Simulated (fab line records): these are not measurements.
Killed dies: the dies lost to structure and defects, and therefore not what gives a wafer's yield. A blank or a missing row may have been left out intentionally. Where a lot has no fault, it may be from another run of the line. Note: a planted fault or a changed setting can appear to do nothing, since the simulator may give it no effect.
fab line records ; flow n5_finfet
record: lots: 7; wafers: 21
route steps=1938 shown BEOL_M3@941 BEOL_M4@1064 BEOL_M5@1119 BEOL_M6@1197 BEOL_M7@1267
start_h: hours from the record's opening day to when the first of the lot's shown wafers began ; wait_h: hours from the lot's prior step to this one ; " repeats the value in the row above ; L1.1+2: several wafers, shown together as one row ; - no value present, or no start provided ; * or withheld: withheld ; < > ~ a bound
route shown NAME@n: names a module that has steps shown in the file, with the first one's number in the route ; usual: average and standard deviation across the fault-free wafers ; same: alike in all rows ; chamber/n: place in a boat ; sites: per-site readings ; _std_site: the values' standard deviation ; _edge_site: outer sites' mean less inner sites' ; radius_mm: for every site, how far away it sits from the centre of the wafer ; mask NAME#n: copy n ; behind: the tool/chamber that last shaped the wafer ; hold: what put the lot on hold/how long, in hours/how the hold closed ; device: the transistor (n, p or np) that didn't switch ; end of line: the tests these same wafers got at the end of their route ; a step with no rows: only its recipe ; killed: at the first sort, the dies lost to defects and structure; wafer yield is something else ; map: per-die view of a wafer (x killed, . not killed, _ where there is no die)
set.NAME: the run value of the setting; set.NAME@STEP: its run value at that earlier step ; model.NAME: the simulator's own value behind a step, which no gauge read
lots with deliberately changed settings; one table per step, one row per wafer
== steps ==
step: N5_BEOL_M3_EXPOSE_08
recipe: mask_id: M3; na: 0.33; source_shape: dipole; sigma_inner: 0.369; sigma_outer: 0.767; polarization: unpolarized; dose_mj: 33
lot.wafer;tool;chamber;start_h;wait_h;mask;set.dose_mj
L074.1+4;euv_scanner-01;0;147.80;-;M3#0;34.16
L074.2;euv_scanner-01;0;147.80;-;M3#0;33
L076.1+3+4;euv_scanner-01;0;168.30;-;M3#0;33
L078.2+3;euv_scanner-01;0;168.96;-;M3#0;34.83
L078.4;euv_scanner-01;0;168.96;-;M3#0;33
L082.3+6;euv_scanner-01;0;191.19;-;M3#0;33
L082.5;euv_scanner-01;0;191.19;-;M3#0;31.08
L090.1+4+6;euv_scanner-02;0;235.83;-;M3#0;33
L089.1;euv_scanner-02;0;239.04;-;M3#0;32.03
L089.2+5;euv_scanner-02;0;239.04;-;M3#0;33
L094.2+4+5;euv_scanner-02;0;271.42;-;M3#0;33
step: N5_BEOL_M3_PEB_09
recipe: peb_temp_c: 100; peb_time_s: 60; resist: CAR-EUV
step: N5_BEOL_M3_DEVELOP_10
recipe: develop_time_s: 30; developer: TMAH; resist: CAR-EUV; rinse_liquid: surfactant_rinse; dry: air_spin; dev_temp_c: 23
step: N5_BEOL_M3_CD_MEAS_11
recipe: target_cd_nm: 17.05; landing_energy_ev: 500; detector: se_inlens; polarity: opening
usual: cd_nm: 17.09/0.25
lot.wafer;tool;chamber;start_h;wait_h;set.dose_mj@BEOL_M3_EXPOSE_08;cd_nm
L074.1;cd_sem-03;0;147.93;-;34.16;17.67
L074.2;cd_sem-03;0;147.93;-;33;17.05
L074.4;cd_sem-03;0;147.93;-;34.16;17.46
L076.1;cd_sem-01;0;168.43;-;33;17.14
L076.3;cd_sem-01;0;168.43;-;33;17.29
L076.4;cd_sem-01;0;168.43;-;33;17.34
L078.2;cd_sem-03;0;169.08;-;34.83;18.29
L078.3;cd_sem-03;0;169.08;-;34.83;18.30
L078.4;cd_sem-03;0;169.08;-;33;17.13
L082.3;cd_sem-03;0;191.30;-;33;16.75
L082.5;cd_sem-03;0;191.30;-;31.08;15.60
L082.6;cd_sem-03;0;191.30;-;33;16.83
L090.1;cd_sem-01;0;235.96;-;33;16.85
L090.4;cd_sem-01;0;235.96;-;33;17.34
L090.6;cd_sem-01;0;235.96;-;33;16.87
L089.1;cd_sem-03;0;239.16;-;32.03;16.56
L089.2;cd_sem-03;0;239.16;-;33;16.95
L089.5;cd_sem-03;0;239.16;-;33;16.79
L094.2;cd_sem-02;0;271.54;-;33;17.34
L094.4;cd_sem-02;0;271.54;-;33;17.45
L094.5;cd_sem-02;0;271.54;-;33;17.35
step: N5_BEOL_M3_DESCUM_16
recipe: chemistry: O2; time_s: 7; source_power_w: 50; bias_power_w: 20; pressure_mtorr: 20; rf_frequency_hz: 2.712e+07; temp_c: 40; resist: CAR-EUV; o2_flow_sccm: 225
step: N5_BEOL_M3_ETCH_74
recipe: chemistry: N2/H2; target: underlayer; target_depth_a: 65; mask_material: CAR-EUV; time_s: 5.2; ion_energy_ev: 200; pressure_mtorr: 30; source_w: 840; bias_w: 150; n2_flow_sccm: 200; h2_flow_sccm: 200; ends: cleared
lot.wafer;tool;chamber;start_h;wait_h;set.dose_mj@BEOL_M3_EXPOSE_08;model.BEOL_M3.cd_offset_nm
L074.1+4;rie_diel-06;1,0;148.15;0.0;34.16;0.6
L074.2;rie_diel-06;3;148.15;0.0;33;-0.2
L076.1+4;rie_diel-06;3,2;168.58;0.0;33;0
L076.3;rie_diel-06;0;168.58;0.0;33;0.2
L078.2;rie_diel-03;0;169.24;0.0;34.83;1.2
L078.3;rie_diel-03;2;169.24;0.0;34.83;1.4
L078.4;rie_diel-03;1;169.24;0.0;33;0.4
L082.3+6;rie_diel-06;1,2;191.46;0.0;33;-0.2
L082.5;rie_diel-06;1;191.46;0.0;31.08;-1.4
L090.1;rie_diel-01;1;236.33;0.0;33;0.2
L090.4;rie_diel-01;0;236.33;0.0;33;-0.2
L090.6;rie_diel-01;0;236.33;0.0;33;0
L089.1;rie_diel-03;1;239.39;0.0;32.03;-0.4
L089.2;rie_diel-03;2;239.39;0.0;33;0.2
L089.5;rie_diel-03;1;239.39;0.0;33;0
L094.2;rie_diel-06;1;271.70;0.0;33;0
L094.4+5;rie_diel-06;0;271.70;0.0;33;0.2
step: N5_BEOL_M3_ETCH_63
recipe: chemistry: CF4; target: SiARC; target_depth_a: 156; mask_material: CAR-EUV; time_s: 26; ion_energy_ev: 80; pressure_mtorr: 40; source_w: 545; bias_w: 36; Ar_flow_sccm: 100; cf4_flow_sccm: 100; ends: cleared
step: N5_BEOL_M3_ETCH_64
recipe: chemistry: N2/H2; target: SOC; target_depth_a: 750; overetch_a: 150; mask_material: SiARC; temp_c: 40; time_s: 112.5; ion_energy_ev: 200; pressure_mtorr: 30; source_w: 840; bias_w: 150; n2_flow_sccm: 200; h2_flow_sccm: 200
step: N5_BEOL_M3_STRIP_75
recipe: chemistry: N2/H2; temp_c: 40; n2_flow_sccm: 200; h2_flow_sccm: 200; rf_frequency_hz: 6e+07
step: N5_BEOL_M3_STRIP_66
recipe: chemistry: CF4; resist: SiARC; power_w: 300; bias_power_w: 75; pressure_mtorr: 50; cf4_flow_sccm: 150; rf_frequency_hz: 6e+07
step: N5_BEOL_M3_HM_OPEN_17
recipe: chemistry: Cl2/BCl3; target_depth_a: 200; overetch_a: 60; target: TiN; mask_material: SOC; ion_energy_ev: 150; pressure_mtorr: 10; icp_w: 1000; bias_w: 126; Cl2_flow_sccm: 53.25; bcl3_flow_sccm: 21.75; Ar_flow_sccm: 25
lot.wafer;tool;chamber;start_h;wait_h;set.target_thk_a@BEOL_M3_HM_DEP_02;model.etch.depth_nm
L074.1;rie_metal-02;1;148.36;0.0;200;19.57
L074.2;rie_metal-02;0;148.36;0.0;200;19.85
L074.4;rie_metal-02;1;148.36;0.0;222.9;22.04
L076.1;rie_metal-03;1;168.80;0.0;187.7;18.57
L076.3;rie_metal-03;1;168.80;0.0;200;19.74
L076.4;rie_metal-03;0;168.80;0.0;187.7;18.48
L078.2;rie_metal-03;1;169.45;0.0;200;20.13
L078.3;rie_metal-03;1;169.45;0.0;222.9;22.56
L078.4;rie_metal-03;0;169.45;0.0;222.9;22.63
L082.3;rie_metal-03;0;191.70;0.1;188.4;18.37
L082.5;rie_metal-03;0;191.70;0.1;200;19.8
L082.6;rie_metal-03;1;191.70;0.1;188.4;18.32
L090.1;rie_metal-01;0;236.54;0.0;200;20.1
L090.4;rie_metal-01;1;236.54;0.0;200;20.16
L090.6;rie_metal-01;1;236.54;0.0;200;20.22
L089.1;rie_metal-03;0;239.60;0.0;200;20.07
L089.2;rie_metal-03;1;239.60;0.0;200;19.95
L089.5;rie_metal-03;0;239.60;0.0;200;20.02
L094.2;rie_metal-03;0;271.92;0.0;214.1;21.55
L094.4;rie_metal-03;0;271.92;0.0;200;19.88
L094.5;rie_metal-03;1;271.92;0.0;200;20.06
step: N5_BEOL_M4_ETCH_70
recipe: chemistry: N2/H2; target: SOC; target_depth_a: 800; overetch_a: 240; mask_material: SiARC; temp_c: 40; time_s: 130; ion_energy_ev: 200; pressure_mtorr: 30; source_w: 840; bias_w: 150; n2_flow_sccm: 200; h2_flow_sccm: 200
usual: rf_vpp_V: 523.7/2.8
lot.wafer;tool;chamber;start_h;wait_h;set.source_w;rf_vpp_V;model.SiARC_of_BEOL_M4_COAT_68.thk_nm
L074.1;rie_diel-05;3;164.16;0.0;840;528.6;6
L074.2;rie_diel-05;0;164.16;0.0;840;525.7;5.8
L074.4;rie_diel-05;1;164.16;0.0;840;521.9;6
L076.1;rie_diel-04;1;180.49;0.0;840;527.6;6
L076.3;rie_diel-04;3;180.49;0.0;840;520.6;6
L076.4;rie_diel-04;2;180.49;0.0;840;521.0;5.8
L078.2;rie_diel-05;3;190.41;0.0;886.5;519.0;6
L078.3;rie_diel-05;1;190.41;0.0;840;520.1;6
L078.4;rie_diel-05;0;190.41;0.0;886.5;514.8;5.8
L082.3;rie_diel-05;3;207.67;0.0;840;528.5;6.2
L082.5;rie_diel-05;2;207.67;0.0;840;526.2;6
L082.6;rie_diel-05;3;207.67;0.0;980.5;500.8;5.6
L090.1;rie_diel-02;1;248.28;0.0;840;525.3;6
L090.4;rie_diel-02;2;248.28;0.0;840;526.8;6
L090.6;rie_diel-02;2;248.28;0.0;840;526.6;6
L089.1;rie_diel-02;2;251.72;0.0;840;527.4;6
L089.2;rie_diel-02;1;251.72;0.0;715.5;554.3;6.6
L089.5;rie_diel-02;2;251.72;0.0;840;526.3;6
L094.2;rie_diel-05;0;284.81;0.0;968.3;500.4;5.4
L094.4;rie_diel-05;1;284.81;0.0;840;521.5;6
L094.5;rie_diel-05;0;284.81;0.0;840;523.5;6
step: N5_BEOL_M4_TRENCH_ETCH_37
recipe: chemistry: C4F6/O2; target_depth_a: 555.55; target: SiOC; time_s: 29.2; ion_energy_ev: 250; pressure_mtorr: 30; source_w: 355; bias_w: 185; Ar_flow_sccm: 300; C4F6_flow_sccm: 10; O2_flow_sccm: 10
lot.wafer;tool;chamber;start_h;wait_h;set.time_s;model.etch.depth_nm;model.BEOL_M4.feature_depth_nm
L074.1;rie_diel-05;3;-;-;29.2;54.89;54.8
L074.2;rie_diel-05;0;-;-;34.74;66.24;66.2
L074.4;rie_diel-05;1;-;-;29.2;54.88;54.8
L076.1;rie_diel-04;1;-;-;29.2;55.07;55
L076.3;rie_diel-04;3;-;-;26.34;49.32;49.4
L076.4;rie_diel-04;2;-;-;26.34;50;50
L078.2;rie_diel-05;3;-;-;29.2;55.14;55.2
L078.3;rie_diel-05;1;-;-;29.2;55.46;55.4
L078.4;rie_diel-05;0;-;-;29.2;55.93;56
L082.3;rie_diel-05;3;-;-;29.2;54.73;54.8
L082.5;rie_diel-05;2;-;-;29.2;55.28;55.2
L082.6;rie_diel-05;3;-;-;29.2;54.78;54.8
L090.1;rie_diel-02;1;-;-;29.2;55.54;55.6
L090.4;rie_diel-02;2;-;-;29.2;54.64;54.6
L090.6;rie_diel-02;2;-;-;29.2;54.61;54.6
L089.1;rie_diel-02;2;-;-;29.2;54.45;54.4
L089.2;rie_diel-02;1;-;-;29.2;55.17;55.2
L089.5;rie_diel-02;2;-;-;29.2;54.83;54.8
L094.2;rie_diel-05;0;-;-;31.59;59.08;59
L094.4;rie_diel-05;1;-;-;31.59;58.65;58.6
L094.5;rie_diel-05;0;-;-;31.59;59.67;59.6
step: N5_BEOL_M4_ETCH_41
recipe: chemistry: CH3F/O2; target: SiCN; target_depth_a: 299; taper_deg: 2; time_s: 52.5; ion_energy_ev: 120; mask_material: TiN; pressure_mtorr: 30; source_w: 395; bias_w: 75; Ar_flow_sccm: 150; CH3F_flow_sccm: 30; O2_flow_sccm: 20
step: N5_BEOL_M4_STRIP_97
recipe: chemistry: N2/H2; time_s: 10; power_w: 450; temp_c: 40; pressure_mtorr: 20; rf_frequency_hz: 6e+07; bias_power_w: 7; n2_flow_sccm: 200; h2_flow_sccm: 200
step: N5_BEOL_M4_OCD_MEAS_38
usual: trench_depth_nm: 54.9/0.68
lot.wafer;tool;chamber;start_h;wait_h;set.time_s@BEOL_M4_TRENCH_ETCH_37;trench_depth_nm
L074.1;ocd-02;-;164.53;-;29.2;54.6
L074.2;ocd-02;-;164.53;-;34.74;65.7
L074.4;ocd-02;-;164.53;-;29.2;55.1
L076.1;ocd-01;-;180.85;-;29.2;54.9
L076.3;ocd-01;-;180.85;-;26.34;49.3
L076.4;ocd-01;-;180.85;-;26.34;50.1
L078.2;ocd-02;-;190.77;-;29.2;55.0
L078.3;ocd-02;-;190.77;-;29.2;55.7
L078.4;ocd-02;-;190.77;-;29.2;56.0
L082.3;ocd-01;-;208.04;-;29.2;54.3
L082.5;ocd-01;-;208.04;-;29.2;55.5
L082.6;ocd-01;-;208.04;-;29.2;54.6
L090.1;ocd-01;-;248.63;-;29.2;55.5
L090.4;ocd-01;-;248.63;-;29.2;54.5
L090.6;ocd-01;-;248.63;-;29.2;54.9
L089.1;ocd-02;-;252.08;-;29.2;54.5
L089.2;ocd-02;-;252.08;-;29.2;54.9
L089.5;ocd-02;-;252.08;-;29.2;54.5
L094.2;ocd-02;-;285.17;-;31.59;59.2
L094.4;ocd-02;-;285.17;-;31.59;58.7
L094.5;ocd-02;-;285.17;-;31.59;59.2
step: N5_BEOL_M4_HM_STRIP_39
recipe: chemistry: peroxide_tin_strip; material: TiN; target_depth_a: 250; temp_c: 50; time_s: 158
step: N5_BEOL_M4_SRD_40
recipe: time_s: 30; temp_c: 23; rinse_liquid: diw; dry: ipa_marangoni
step: N5_BEOL_M4_ECD_50
recipe: material: Cu; target_thk_a: 3000
step: N5_BEOL_M4_ANNEAL_51
recipe: temp_c: 225; time_s: 90; ambient: N2
step: N5_BEOL_M4_CMP_52
recipe: stop_on: SiOC; t_overpolish_s: 6.8; down_force_psi: 1; platen_rpm: 50; clearing_platen_down_force_psi: 1.5; clearing_platen_rpm: 50; post_cmp_clean: cu_alkaline; target_thk_nm: 40; clearing_platen_pad_velocity_m_s: 0.99484; pad_velocity_m_s: 0.99484
lot.wafer;tool;chamber;start_h;wait_h;set.time_s@BEOL_M4_TRENCH_ETCH_37;model.Cu_of_BEOL_M4_ECD_50.thk_nm
L074.4+1;cmp-04;2,0;168.87;0.4;29.2;41.2
L074.2;cmp-04;1;168.87;0.4;34.74;52.2
L076.1;cmp-04;3;185.13;0.3;29.2;39.2
L076.4;cmp-04;1;185.13;0.3;26.34;34.6
L076.3;cmp-04;2;185.13;0.3;26.34;32.6
L078.2;cmp-04;0;194.78;0.2;29.2;39.4
L078.4;cmp-04;1;194.78;0.2;29.2;40.2
L078.3;cmp-04;2;194.78;0.2;29.2;39.2
L082.3;cmp-01;2;211.71;0.2;29.2;41.6
L082.6;cmp-01;0;211.71;0.2;29.2;40
L082.5;cmp-01;1;211.71;0.2;29.2;42.2
L090.4;cmp-01;1;252.28;0.2;29.2;40.4
L090.1;cmp-01;2;252.28;0.2;29.2;38.6
L090.6;cmp-01;1;252.28;0.2;29.2;40.2
L089.1;cmp-03;0;256.46;0.3;29.2;38.2
L089.2;cmp-03;1;256.46;0.3;29.2;37.8
L089.5;cmp-03;1;256.46;0.3;29.2;38.6
L094.2;cmp-03;2;288.42;0.3;31.59;45
L094.4;cmp-03;0;288.42;0.3;31.59;43.4
L094.5;cmp-03;2;288.42;0.3;31.59;46.6
step: N5_BEOL_M4_THK_MEAS_53
recipe: thk_meas_gauge: xrf; reads: Cu_of_BEOL_M4_ECD_50
usual: M4_THK: 39.1/1.3
lot.wafer;tool;chamber;start_h;wait_h;set.time_s@BEOL_M4_TRENCH_ETCH_37;M4_THK[nm]
L074.1;film_metro-02;-;169.16;-;29.2;40.6
L074.2;film_metro-02;-;169.16;-;34.74;51.5
L074.4;film_metro-02;-;169.16;-;29.2;40.8
L076.1;film_metro-02;-;185.42;-;29.2;38.4
L076.3;film_metro-02;-;185.42;-;26.34;32.0
L076.4;film_metro-02;-;185.42;-;26.34;33.9
L078.2;film_metro-01;-;195.08;-;29.2;39.2
L078.3;film_metro-01;-;195.08;-;29.2;39.1
L078.4;film_metro-01;-;195.08;-;29.2;40.0
L082.3;film_metro-01;-;211.93;-;29.2;41.2
L082.5;film_metro-01;-;211.93;-;29.2;41.7
L082.6;film_metro-01;-;211.93;-;29.2;39.7
L090.1;film_metro-02;-;252.54;-;29.2;38.3
L090.4;film_metro-02;-;252.54;-;29.2;40.0
L090.6;film_metro-02;-;252.54;-;29.2;40.0
L089.1;film_metro-01;-;256.76;-;29.2;37.8
L089.2;film_metro-01;-;256.76;-;29.2;37.3
L089.5;film_metro-01;-;256.76;-;29.2;38.3
L094.2;film_metro-01;-;288.68;-;31.59;45.1
L094.4;film_metro-01;-;288.68;-;31.59;43.4
L094.5;film_metro-01;-;288.68;-;31.59;46.5
step: N5_BEOL_M4_PRE_CLEAN_60
recipe: gas: NH3/H2; time_s: 15; temp_c: *; rf_power_w: 300
step: N5_BEOL_M4_CO_CAP_55
recipe: material: Co; target_thk_a: 20; temp_c: 200; precursor: CCTBA/H2; pressure_torr: 30; time_s: 102.1
step: N5_BEOL_M4_PRE_CLEAN_56
recipe: gas: NH3; time_s: 15; temp_c: withheld; rf_power_w: 300
step: N5_BEOL_M4_DEP_57
recipe: material: SiCN; target_thk_a: 80; temp_c: withheld; precursor: 3MS/NH3; pressure_torr: 3; rf_w: 202; time_s: 14
step: N5_BEOL_M4_RS_MEAS_58
recipe: thk_meas_gauge: four-point-probe; reads: Co_of_BEOL_M4_CO_CAP_55+Cu_of_BEOL_M4_ECD_50+Co_of_BEOL_M4_CVD_47+TaN_of_BEOL_M4_ALD_84
usual: M4_RS: 0.678/0.028
lot.wafer;tool;chamber;start_h;wait_h;set.time_s@BEOL_M4_TRENCH_ETCH_37;M4_RS[ohm/sq]
L074.1;film_metro-02;-;169.47;0.0;29.2;0.644
L074.2;film_metro-02;-;169.47;0.0;34.74;0.478
L074.4;film_metro-02;-;169.47;0.0;29.2;0.645
L076.1;film_metro-02;-;185.68;0.0;29.2;0.685
L076.3;film_metro-02;-;185.68;0.0;26.34;0.874
L076.4;film_metro-02;-;185.68;0.0;26.34;0.806
L078.2;film_metro-02;-;195.34;0.1;29.2;0.682
L078.3;film_metro-02;-;195.34;0.1;29.2;0.683
L078.4;film_metro-02;-;195.34;0.1;29.2;0.662
L082.3;film_metro-01;-;212.19;0.1;29.2;0.636
L082.5;film_metro-01;-;212.19;0.1;29.2;0.622
L082.6;film_metro-01;-;212.19;0.1;29.2;0.669
L090.1;film_metro-01;-;252.80;0.0;29.2;0.698
L090.4;film_metro-01;-;252.80;0.0;29.2;0.664
L090.6;film_metro-01;-;252.80;0.0;29.2;0.665
L089.1;film_metro-02;-;257.03;0.0;29.2;0.708
L089.2;film_metro-02;-;257.03;0.0;29.2;0.720
L089.5;film_metro-02;-;257.03;0.0;29.2;0.701
L094.2;film_metro-01;-;288.94;0.1;31.59;0.573
L094.4;film_metro-01;-;288.94;0.1;31.59;0.604
L094.5;film_metro-01;-;288.94;0.1;31.59;0.550
step: N5_BEOL_M5_COAT_71
recipe: resist: underlayer; temp_c: 205; time_s: 60; spin_rpm: 1500; resist_thk_nm: 5
lot.wafer;tool;chamber;start_h;wait_h;set.spin_rpm
L074.1+4;litho_track-03;0;-;-;1398
L074.2;litho_track-03;0;-;-;1500
L076.1+4;litho_track-03;0;-;-;1604
L076.3;litho_track-03;0;-;-;1500
L078.2;litho_track-04;0;-;-;1500
L078.3+4;litho_track-04;0;-;-;1610
L082.3+5+6;litho_track-04;0;-;-;1500
L090.1+4+6;litho_track-01;0;-;-;1500
L089.1+5;litho_track-01;0;-;-;1660
L089.2;litho_track-01;0;-;-;1500
L094.2;litho_track-03;0;-;-;1635
L094.4+5;litho_track-03;0;-;-;1500
step: N5_BEOL_M5_COAT_05
recipe: resist: CAR-EUV; spin_rpm: 1500; resist_thk_nm: 30
step: N5_BEOL_M5_EBR_07
recipe: solvent: PGMEA; ebr_width_mm: 1.5
step: N5_BEOL_M5_DESCUM_16
recipe: chemistry: O2; time_s: 7; source_power_w: 50; bias_power_w: 20; pressure_mtorr: 20; rf_frequency_hz: 2.712e+07; temp_c: 40; resist: CAR-EUV; o2_flow_sccm: 225
step: N5_BEOL_M5_ETCH_72
recipe: chemistry: N2/H2; target: underlayer; target_depth_a: 65; mask_material: CAR-EUV; time_s: 5.2; ion_energy_ev: 200; pressure_mtorr: 30; source_w: 840; bias_w: 150; n2_flow_sccm: 200; h2_flow_sccm: 200; ends: cleared
lot.wafer;tool;chamber;start_h;wait_h;set.spin_rpm@BEOL_M5_COAT_71;model.etch.depth_nm
L074.1;rie_diel-06;2;173.67;0.0;1398;5.172
L074.2;rie_diel-06;0;173.67;0.0;1500;5
L074.4;rie_diel-06;3;173.67;0.0;1398;5.165
L076.1;rie_diel-01;2;188.78;0.0;1604;4.846
L076.3;rie_diel-01;0;188.78;0.0;1500;5.007
L076.4;rie_diel-01;3;188.78;0.0;1604;4.834
L078.2;rie_diel-01;0;197.61;0.0;1500;4.988
L078.3;rie_diel-01;1;197.61;0.0;1610;4.827
L078.4;rie_diel-01;2;197.61;0.0;1610;4.826
L082.3;rie_diel-06;0;214.52;0.0;1500;5.003
L082.5;rie_diel-06;2;214.52;0.0;1500;4.996
L082.6;rie_diel-06;0;214.52;0.0;1500;4.993
L090.1;rie_diel-01;2;256.24;0.0;1500;5.013
L090.4;rie_diel-01;1;256.24;0.0;1500;5.028
L090.6;rie_diel-01;3;256.24;0.0;1500;5.02
L089.1;rie_diel-03;0;262.30;0.0;1660;4.759
L089.2;rie_diel-03;2;262.30;0.0;1500;5.011
L089.5;rie_diel-03;1;262.30;0.0;1660;4.76
L094.2;rie_diel-01;3;292.22;0.0;1635;4.772
L094.4;rie_diel-01;3;292.22;0.0;1500;4.999
L094.5;rie_diel-01;0;292.22;0.0;1500;4.986
step: N5_BEOL_M6_PECVD_70
recipe: material: SiO2; target_thk_a: 200; temp_c: 400; precursor: TEOS/O2; pressure_torr: 5.5; rf_w: 450; teos_flow_sccm: 53.8; gas: O2; flow_sccm: 3000; time_s: 22.7
lot.wafer;tool;chamber;start_h;wait_h;set.temp_c;model.SiO2_of_BEOL_M6_PECVD_70.thk_nm
L074.1+2;pecvd-04;1,2;184.67;0.0;400;19.8
L074.4;pecvd-04;0;184.67;0.0;400;19.6
L076.1;pecvd-04;2;198.27;0.0;386.5;21.8
L076.3;pecvd-04;1;198.27;0.0;400;19.6
L076.4;pecvd-04;1;198.27;0.0;386.5;22
L078.2;pecvd-04;1;208.64;0.0;415.5;18
L078.3;pecvd-04;2;208.64;0.0;415.5;18.2
L078.4;pecvd-04;2;208.64;0.0;400;20.2
L082.3;pecvd-01;1;223.64;0.1;400;20.6
L082.5;pecvd-01;1;223.64;0.1;391;21.4
L082.6;pecvd-01;0;223.64;0.1;391;21.6
L090.1+4+6;pecvd-02;0,0,2;268.82;0.0;400;20.4
L089.1+2;pecvd-01;0,1;272.62;0.0;400;19.8
L089.5;pecvd-01;1;272.62;0.0;400;20.6
L094.2;pecvd-01;2;301.55;0.0;387.3;21.6
L094.4;pecvd-01;0;301.55;0.0;400;20
L094.5;pecvd-01;1;301.55;0.0;387.3;22
step: N5_BEOL_M6_HM_DEP_02
recipe: material: TiN; target_thk_a: 200; temp_c: 25; chamber_pressure_pa: 0.49996
step: N5_BEOL_M6_COAT_59
recipe: resist: SOC; temp_c: 250; time_s: 60; spin_rpm: 1500; resist_thk_nm: 100
step: N5_BEOL_M6_STRIP_80
recipe: chemistry: N2/H2; time_s: 10; power_w: 450; temp_c: 40; pressure_mtorr: 20; rf_frequency_hz: 6e+07; bias_power_w: 7; n2_flow_sccm: 200; h2_flow_sccm: 200
step: N5_BEOL_M6_HM_STRIP_39
recipe: chemistry: peroxide_tin_strip; material: TiN; target_depth_a: 250; temp_c: 50; time_s: 158
lot.wafer;tool;chamber;start_h;wait_h;set.temp_c@BEOL_M6_PECVD_70;model.SiO2_of_BEOL_M6_PECVD_70.thk_nm
L074.1+2;wet_bench-01;6,1;187.24;0.0;400;19.6
L074.4;wet_bench-01;7;187.24;0.0;400;19.4
L076.1;wet_bench-01;3;202.77;0.0;386.5;21.6
L076.3;wet_bench-01;1;202.77;0.0;400;19.4
L076.4;wet_bench-01;0;202.77;0.0;386.5;21.8
L078.2;wet_bench-06;7;211.70;0.0;415.5;17.8
L078.3;wet_bench-06;3;211.70;0.0;415.5;18
L078.4;wet_bench-06;4;211.70;0.0;400;20
L082.3;wet_bench-05;0;228.37;0.0;400;20.4
L082.5;wet_bench-05;1;228.37;0.0;391;21.2
L082.6;wet_bench-05;2;228.37;0.0;391;21.4
L090.1+6;wet_bench-05;7,6;273.69;0.0;400;20.4
L090.4;wet_bench-05;2;273.69;0.0;400;20.2
L089.1;wet_bench-01;5;275.48;0.0;400;19.8
L089.2;wet_bench-01;1;275.48;0.0;400;19.6
L089.5;wet_bench-01;4;275.48;0.0;400;20.4
L094.2;wet_bench-05;0;305.40;0.0;387.3;21.4
L094.4;wet_bench-05;7;305.40;0.0;400;20
L094.5;wet_bench-05;5;305.40;0.0;387.3;21.8
step: N5_BEOL_M7_HM_DEP_02
recipe: material: TiN; target_thk_a: 200; temp_c: 25; chamber_pressure_pa: 0.49996
lot.wafer;tool;chamber;start_h;wait_h;set.target_thk_a;model.TiN_of_BEOL_M7_HM_DEP_02.thk_nm
L074.1;pvd_sputter-03;-;191.16;0.6;208.7;20.8
L074.2;pvd_sputter-03;-;191.16;0.6;200;20
L074.4;pvd_sputter-03;-;191.16;0.6;208.7;21
L076.1+3;pvd_sputter-02;-;208.09;1.0;200;20
L076.4;pvd_sputter-02;-;208.09;1.0;200;19.8
L078.2+4;pvd_sputter-01;-;215.40;0.3;200;20
L078.3;pvd_sputter-01;-;215.40;0.3;200;19.8
L082.3;pvd_sputter-01;-;234.07;1.4;213.9;21.6
L082.5+6;pvd_sputter-01;-;234.07;1.4;200;20.2
L090.1;pvd_sputter-01;-;277.54;0.4;200;20.2
L090.4;pvd_sputter-01;-;277.54;0.4;200;19.8
L090.6;pvd_sputter-01;-;277.54;0.4;200;20
L089.1;pvd_sputter-01;-;281.19;2.2;200;20.2
L089.2+5;pvd_sputter-01;-;281.19;2.2;200;20
L094.2+5;pvd_sputter-01;-;312.07;2.2;225;22.4
L094.4;pvd_sputter-01;-;312.07;2.2;225;22.2
== key ==
split: step: N5_BEOL_M3_EXPOSE_08; setting: dose_mj; stated: 33; by: wafer
response: step: N5_BEOL_M3_CD_MEAS_11; reading: cd_nm; change: +0.188; per: 1%; r: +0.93
response: step: N5_BEOL_M3_ETCH_74; reading: model.BEOL_M3.cd_offset_nm; change: +0.19; per: 1%; r: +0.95
split: step: N5_BEOL_M4_ETCH_70; setting: source_w; stated: 840; by: wafer
response: step: N5_BEOL_M4_ETCH_70; reading: rf_vpp_V; change: -1.58; per: 1%; r: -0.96
response: step: N5_BEOL_M4_ETCH_70; reading: model.SiARC_of_BEOL_M4_COAT_68.thk_nm; change: -0.0353; per: 1%; r: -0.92
split: step: N5_BEOL_M4_TRENCH_ETCH_37; setting: time_s; stated: 29.2; by: wafer
response: step: N5_BEOL_M4_TRENCH_ETCH_37; reading: model.etch.depth_nm; change: +0.589; per: 1%; r: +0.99
response: step: N5_BEOL_M4_TRENCH_ETCH_37; reading: model.BEOL_M4.feature_depth_nm; change: +0.588; per: 1%; r: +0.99
response: step: N5_BEOL_M4_OCD_MEAS_38; reading: trench_depth_nm; change: +0.563; per: 1%; r: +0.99
response: step: N5_BEOL_M4_CMP_52; reading: model.Cu_of_BEOL_M4_ECD_50.thk_nm; change: +0.578; per: 1%; r: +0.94
response: step: N5_BEOL_M4_THK_MEAS_53; reading: M4_THK; change: +0.566; per: 1%; r: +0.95
response: step: N5_BEOL_M4_RS_MEAS_58; reading: M4_RS; change: -0.0103; per: 1%; r: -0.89
split: step: N5_BEOL_M5_COAT_71; setting: spin_rpm; stated: 1500; by: wafer
response: step: N5_BEOL_M5_ETCH_72; reading: model.etch.depth_nm; change: -0.0238; per: 1%; r: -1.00
split: step: N5_BEOL_M6_PECVD_70; setting: temp_c; stated: 400; by: wafer
response: step: N5_BEOL_M6_PECVD_70; reading: model.SiO2_of_BEOL_M6_PECVD_70.thk_nm; change: -0.569; per: 1%; r: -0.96
response: step: N5_BEOL_M6_HM_STRIP_39; reading: model.SiO2_of_BEOL_M6_PECVD_70.thk_nm; change: -0.554; per: 1%; r: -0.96
split: step: N5_BEOL_M7_HM_DEP_02; setting: target_thk_a; stated: 200; by: wafer
response: step: N5_BEOL_M7_HM_DEP_02; reading: model.TiN_of_BEOL_M7_HM_DEP_02.thk_nm; change: +0.203; per: 1%; r: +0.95
split outside_this_file step=N5_BEOL_M3_HM_DEP_02 setting=target_thk_a
split outside_this_file: this setting was split too, and the file shows its column; the key of that split is in another file
